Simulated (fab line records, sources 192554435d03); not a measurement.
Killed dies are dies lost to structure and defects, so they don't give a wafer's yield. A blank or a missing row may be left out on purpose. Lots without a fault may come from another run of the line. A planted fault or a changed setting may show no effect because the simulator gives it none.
Split-lot experiment | flow n5_finfet | 7 lots, 21 wafers read, on a route of 1938 steps

THE SPLIT
At N5_BEOL_M0_ETCH_138 (etches SiCN in CH3F/O2, target depth 12 nm, time 31.6 s), the setting bias_w was moved away from the recipe's 75 W on 5 of the 21 wafers read, by -13.8% to +12.6%. The other wafers ran this setting at the recipe's value.

The reading is taken at the split's own step.

THE READING
rf_vpp_V, in V, at N5_BEOL_M0_ETCH_138 (etches SiCN in CH3F/O2, target depth 12 nm, time 31.6 s). Fault-free wafers of this fab line usually give 298.1 V, standard deviation 1.4 V.

wafer  | tool, chamber at the split | bias_w as run, W | against the recipe | rf_vpp_V, V | against lot-mates on the recipe
L075.3 | rie_diel-04, 1             | 75               | recipe             | 298.7       | -
L075.4 | rie_diel-04, 3             | 75               | recipe             | 300.6       | -
L075.5 | rie_diel-04, 2             | 75               | recipe             | 296.8       | -
L077.2 | rie_diel-04, 3             | 75               | recipe             | 297.8       | -
L077.3 | rie_diel-04, 2             | 65.8             | -12.3%             | 272.5       | -25.9
L077.4 | rie_diel-04, 1             | 75               | recipe             | 299.0       | -
L080.1 | rie_diel-03, 3             | 75               | recipe             | 297.3       | -
L080.3 | rie_diel-03, 1             | 75               | recipe             | 298.8       | -
L080.5 | rie_diel-03, 1             | 75               | recipe             | 297.7       | -
L081.2 | rie_diel-02, 0             | 75               | recipe             | 298.4       | -
L081.5 | rie_diel-02, 0             | 75               | recipe             | 299.7       | -
L081.6 | rie_diel-02, 3             | 75               | recipe             | 297.8       | -
L085.2 | rie_diel-03, 3             | 75               | recipe             | 297.5       | -
L085.4 | rie_diel-03, 1             | 75               | recipe             | 298.8       | -
L085.6 | rie_diel-03, 0             | 84.44            | +12.6%             | 323.1       | +25.0
L088.1 | rie_diel-03, 2             | 84.05            | +12.1%             | 318.7       | +21.3
L088.5 | rie_diel-03, 1             | 84.05            | +12.1%             | 320.5       | +23.1
L088.6 | rie_diel-03, 2             | 75               | recipe             | 297.4       | -
L095.1 | rie_diel-02, 0             | 64.63            | -13.8%             | 271.5       | -25.4
L095.3 | rie_diel-02, 3             | 75               | recipe             | 296.5       | -
L095.6 | rie_diel-02, 2             | 75               | recipe             | 297.4       | -

THE FIT
A straight line over all 21 wafers: rf_vpp_V changes by +1.92 V for each +1% of bias_w; r = +1.00; the points scatter about the line by 1.2 V.
The same after taking each lot's own level away (the mean of its wafers on the recipe; 21 wafers): +1.92 V for each +1%; r = +1.00; scatter 1.1 V.
On that fit, the largest move of bias_w shifts the reading by 27 V.
The lots' own levels span 296.95 to 298.70 V, that is 1.2 times the standard deviation above.
So the lot-to-lot level changes the slope little: the two slopes agree.
Check: with one of the wafers moved furthest among these (-13.8%) left out of the fit, the line predicts -27.2 V for it against its lot-mates. It came out at -25.4 V against them.
Tool readings at the split's step, against how far the setting was moved: rf_vpp_V r = +1.00.

THE FILE'S OWN FIT
rf_vpp_V changes by +1.94 V for each +1% of bias_w, r = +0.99.
